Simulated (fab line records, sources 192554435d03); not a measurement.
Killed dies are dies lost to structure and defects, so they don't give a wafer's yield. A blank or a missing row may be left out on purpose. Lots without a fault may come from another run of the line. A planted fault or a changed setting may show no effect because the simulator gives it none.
Split-lot experiment | flow n5_finfet | 7 lots, 21 wafers read, on a route of 1938 steps

THE SPLIT
At N5_BEOL_M11_EXPOSE_08 (exposes mask M11), the setting dose_mj was moved away from the recipe's 53.75 on 4 of the 21 wafers read, by +2.1% to +6.3%. The other wafers ran this setting at the recipe's value.

FROM THE SPLIT TO THE READING: what the file shows between them, 10 steps
- N5_BEOL_M11_PEB_09: peb time 60 s
- N5_BEOL_M11_DEVELOP_10: develop time 30 s
- N5_BEOL_M11_CD_MEAS_11: target cd 64.1 nm
- N5_BEOL_M11_DESCUM_16: chemistry O2, time 7.9 s
- N5_BEOL_M11_ETCH_61: etches SiARC in CF4, target depth 39 nm, time 65 s
- N5_BEOL_M11_ETCH_62: etches SOC in N2/H2, target depth 110 nm, overetch 22 nm, time 165 s
- N5_BEOL_M11_STRIP_68: strips in N2/H2
- N5_BEOL_M11_STRIP_67: strips in CF4
- N5_BEOL_M11_HM_OPEN_17: chemistry Cl2/BCl3, target TiN, target depth 20 nm, overetch 6 nm
- N5_BEOL_M11_STRIP_19: strips in O2

THE READING
cd_nm, in nm, at N5_BEOL_M11_CD_MEAS_18 (pitch 140 nm, target cd 70 nm). Fault-free wafers of this fab line usually give 69.8 nm, standard deviation 0.55 nm.

wafer  | tool, chamber at the split | dose_mj as run | against the recipe | cd_nm, nm | against lot-mates on the recipe
L079.1 | arfi_scanner-01, 0         | 53.75          | recipe             | 70.7      | -
L079.3 | arfi_scanner-01, 0         | 53.75          | recipe             | 70.2      | -
L079.5 | arfi_scanner-01, 0         | 53.75          | recipe             | 71.3      | -
L078.1 | arfi_scanner-02, 0         | 53.75          | recipe             | 70.4      | -
L078.5 | arfi_scanner-02, 0         | 54.86          | +2.1%              | 71.4      | +1.0
L078.6 | arfi_scanner-02, 0         | 54.86          | +2.1%              | 71.5      | +1.1
L085.1 | arfi_scanner-02, 0         | 55.69          | +3.6%              | 73.1      | +3.0
L085.5 | arfi_scanner-02, 0         | 53.75          | recipe             | 69.4      | -
L085.6 | arfi_scanner-02, 0         | 53.75          | recipe             | 70.8      | -
L087.1 | arfi_scanner-02, 0         | 53.75          | recipe             | 69.3      | -
L087.5 | arfi_scanner-02, 0         | 53.75          | recipe             | 70.7      | -
L087.6 | arfi_scanner-02, 0         | 53.75          | recipe             | 69.2      | -
L090.2 | arfi_scanner-02, 0         | 53.75          | recipe             | 70.0      | -
L090.4 | arfi_scanner-02, 0         | 57.15          | +6.3%              | 73.3      | +3.1
L090.5 | arfi_scanner-02, 0         | 53.75          | recipe             | 70.3      | -
L092.2 | arfi_scanner-02, 0         | 53.75          | recipe             | 69.5      | -
L092.5 | arfi_scanner-02, 0         | 53.75          | recipe             | 69.2      | -
L092.6 | arfi_scanner-02, 0         | 53.75          | recipe             | 69.6      | -
L096.1 | arfi_scanner-03, 0         | 53.75          | recipe             | 70.1      | -
L096.3 | arfi_scanner-03, 0         | 53.75          | recipe             | 70.0      | -
L096.4 | arfi_scanner-03, 0         | 53.75          | recipe             | 70.7      | -

THE FIT
A straight line over all 21 wafers: cd_nm changes by +0.592 nm for each +1% of dose_mj; r = +0.84; the points scatter about the line by 0.63 nm.
The same after taking each lot's own level away (the mean of its wafers on the recipe; 21 wafers): +0.567 nm for each +1%; r = +0.89; scatter 0.49 nm.
On that fit, the largest move of dose_mj shifts the reading by 3.6 nm.
The lots' own levels span 69.43 to 70.73 nm, that is 2.4 times the standard deviation above.
So the lot-to-lot level changes the slope little: the two slopes agree.
Check: with one of the wafers moved furthest among these (+6.3%) left out of the fit, the line predicts +4.48 nm for it against its lot-mates. It came out at +3.15 nm against them.

OTHER SPLITS ON THESE WAFERS
These wafers also went through other splits before the reading. Each is held against what the fit with the lots' levels taken away leaves over:
other split on the same wafers     | wafers away from the commonest value | r with cd_nm (lot level and that fit taken away)
N5_BEOL_M7_TRENCH_ETCH_37 source_w | 7                                    | +0.24
N5_BEOL_M8_DESCUM_16 time_s        | 6                                    | +0.11
N5_BEOL_M9_COAT_05 spin_rpm        | 2                                    | +0.01
N5_BEOL_M9_DESCUM_16 time_s        | 6                                    | -0.05
N5_BEOL_M10_COAT_64 spin_rpm       | 5                                    | +0.40
N5_BEOL_M10_PEB_26 peb_time_s      | 8                                    | +0.04
N5_BEOL_M11_COAT_59 spin_rpm       | 8                                    | -0.01

THE WHOLE CHAIN: every reading that the file lists as answering this split, in the file's order
step                   | what it does                                                         | reading                                                                | change (the file's fit)               | r (the file's)
N5_BEOL_M11_CD_MEAS_11 | target cd 64.1 nm                                                    | cd_nm                                                                  | +0.49 nm for each +1% of the setting  | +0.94
N5_BEOL_M11_ETCH_61    | etches SiARC in CF4, target depth 39 nm, time 65 s                   | BEOL_M11.cd_offset_nm (the simulator's own value, which no gauge read) | +0.538 nm for each +1% of the setting | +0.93
N5_BEOL_M11_ETCH_62    | etches SOC in N2/H2, target depth 110 nm, overetch 22 nm, time 165 s | BEOL_M11.cd_offset_nm (the simulator's own value, which no gauge read) | +0.533 nm for each +1% of the setting | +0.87
N5_BEOL_M11_CD_MEAS_18 | pitch 140 nm, target cd 70 nm                                        | cd_nm                                                                  | +0.581 nm for each +1% of the setting | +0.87

THE FILE'S OWN FIT
cd_nm changes by +0.581 nm for each +1% of dose_mj, r = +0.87.
